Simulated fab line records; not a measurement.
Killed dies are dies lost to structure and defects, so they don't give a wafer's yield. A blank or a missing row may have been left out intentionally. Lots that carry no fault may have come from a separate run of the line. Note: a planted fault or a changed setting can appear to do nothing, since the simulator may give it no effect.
Matching of chambers | flow nandHarc | 4 sister chambers for NHARC_A_BLC_CMP_25 on cmp-03
The step polishes, t overpolish 30 s, target thk 150 nm. 4 wafers are shown with their chamber, then 10 later ones without.

## WAFERS, EACH WITH ITS CHAMBER
wafer  | chamber | motorCurrentA (A)
L081.5 | 1       | 12.5
L081.6 | 0       | 12.3
L083.3 | 3       | 10.7
L083.4 | 2       | 15.0

## WAFERS MISSING THEIR CHAMBER
wafer  | motorCurrentA (A)
L083.5 | 13.0
L090.1 | 12.4
L090.3 | 13.1
L090.4 | 10.0
L092.1 | 15.0
L092.2 | 10.5
L092.5 | 14.7
L094.1 | 12.9
L094.3 | 10.7
L094.5 | 15.0

## CHAMBER TAKEN BY EACH
wafer  | from the rows above     | in truth
L083.5 | can't be placed: 1 or 0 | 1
L090.1 | can't be placed: 0 or 1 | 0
L090.3 | can't be placed: 1 or 0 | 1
L090.4 | 3                       | 3
L092.1 | 2                       | 2
L092.2 | 3                       | 3
L092.5 | 2                       | 2
L094.1 | can't be placed: 1 or 0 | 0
L094.3 | 3                       | 3
L094.5 | 2                       | 2
Placed correctly: 6 of 10. From these rows, 4 cannot be placed; in 4 the true chamber is one of the candidates. Wrongly placed: 0.
How it was worked out, from the rows above alone: a wafer's distance from a chamber is the root of the sum, over the readings, of the square of ((its reading less the chamber's mean) divided by the reading's scatter). If the next closest chamber is less than 2 further off than the closest, the wafer can't be placed; otherwise it belongs to the closest. Each chamber's mean is taken over the wafers shown for it. The scatter (one wafer shown for each chamber): square how far every hidden wafer sits from the nearest shown wafer, average those squares and take the square root.
